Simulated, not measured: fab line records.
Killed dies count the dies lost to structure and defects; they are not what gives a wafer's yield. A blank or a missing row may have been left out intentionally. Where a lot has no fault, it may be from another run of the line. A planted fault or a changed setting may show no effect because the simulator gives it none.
Chamber matching | flow n5-finfet | N5_BEOL_M0_ALD_136 on ald-metal-02: 4 sister chambers
The step deposits TaN, pulse time 2 s, purge time 3 s, co reactant purge time 2 s. 18 wafers are shown with their chamber, then 9 later ones without.

## EACH WAFER AND ITS CHAMBER
wafer  | chamber | heater-power-w (W) | precursor-vessel-temp-c (C) | precursor-vessel-pressure-torr (Torr)
L075.1 | 1       | 401                | 75.11                       | 26.19
L075.4 | 3       | 406                | 75.19                       | 26.31
L075.5 | 2       | 461                | 75.03                       | 26.25
L076.4 | 3       | 420                | 75.06                       | 26.28
L076.5 | 2       | 450                | 75.14                       | 26.20
L076.6 | 1       | 405                | 74.99                       | 26.19
L078.1 | 0       | 425                | 74.94                       | 26.11
L078.5 | 0       | 439                | 75.02                       | 26.28
L078.6 | 3       | 420                | 74.79                       | 26.20
L079.1 | 0       | 442                | 75.01                       | 26.35
L079.4 | 2       | 454                | 75.16                       | 26.28
L079.5 | 1       | 423                | 75.12                       | 26.25
L081.2 | 3       | 411                | 75.05                       | 26.31
L081.3 | 1       | 401                | 74.99                       | 26.37
L081.6 | 3       | 415                | 75.05                       | 26.23
L080.3 | 2       | 450                | 75.00                       | 26.19
L080.4 | 0       | 430                | 74.78                       | 26.26
L080.5 | 3       | 419                | 74.91                       | 26.32

SIGNATURES, as means of the wafers listed above
reading                        | chamber 0 | chamber 1 | chamber 2 | chamber 3 | scatter within a chamber
heater-power-w                 | 434.00    | 407.50    | 453.75    | 415.17    | 7.37
precursor-vessel-temp-c        | 74.9375   | 75.0525   | 75.0825   | 75.0083   | 0.11
precursor-vessel-pressure-torr | 26.2500   | 26.2500   | 26.2300   | 26.2750   | 0.0706
Rule: for each reading, subtract the chamber's mean from the wafer's reading, divide by that reading's scatter and square the result; add these up over the readings and take the root, which gives the wafer's distance from the chamber. The wafer belongs to the nearest chamber; if the next one is less than 2 further off, it can't be placed. The scatter: the root of (the sum of the squares of (reading less its chamber's mean) over the shown wafers, divided by (wafers less chambers)).

## WAFERS WITH NO CHAMBER GIVEN
wafer  | heater-power-w (W) | precursor-vessel-temp-c (C) | precursor-vessel-pressure-torr (Torr)
L083.2 | 411                | 75.19                       | 26.32
L083.3 | 458                | 74.80                       | 26.28
L083.5 | 406                | 75.22                       | 26.28
L090.4 | 422                | 74.85                       | 26.33
L090.5 | 417                | 75.14                       | 26.29
L090.6 | 420                | 75.14                       | 26.25
L095.2 | 414                | 75.08                       | 26.18
L095.5 | 404                | 74.99                       | 26.21
L095.6 | 459                | 75.01                       | 26.29

## CHAMBER TAKEN BY EACH
wafer  | from the rows above          | in truth
L083.2 | can't be placed: 1 or 3      | 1
L083.3 | can't be placed: 2 or 0      | 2
L083.5 | can't be placed: 1 or 3      | 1
L090.4 | can't be placed: 3 or 0 or 1 | 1
L090.5 | can't be placed: 3 or 1 or 0 | 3
L090.6 | can't be placed: 3 or 1 or 0 | 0
L095.2 | can't be placed: 1 or 3 or 0 | 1
L095.5 | can't be placed: 1 or 3      | 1
L095.6 | 2                            | 2
Placed correctly: 1 of 9. Not placeable from these rows: 8 (in 8, the candidates include the true chamber). Wrongly placed: 0.
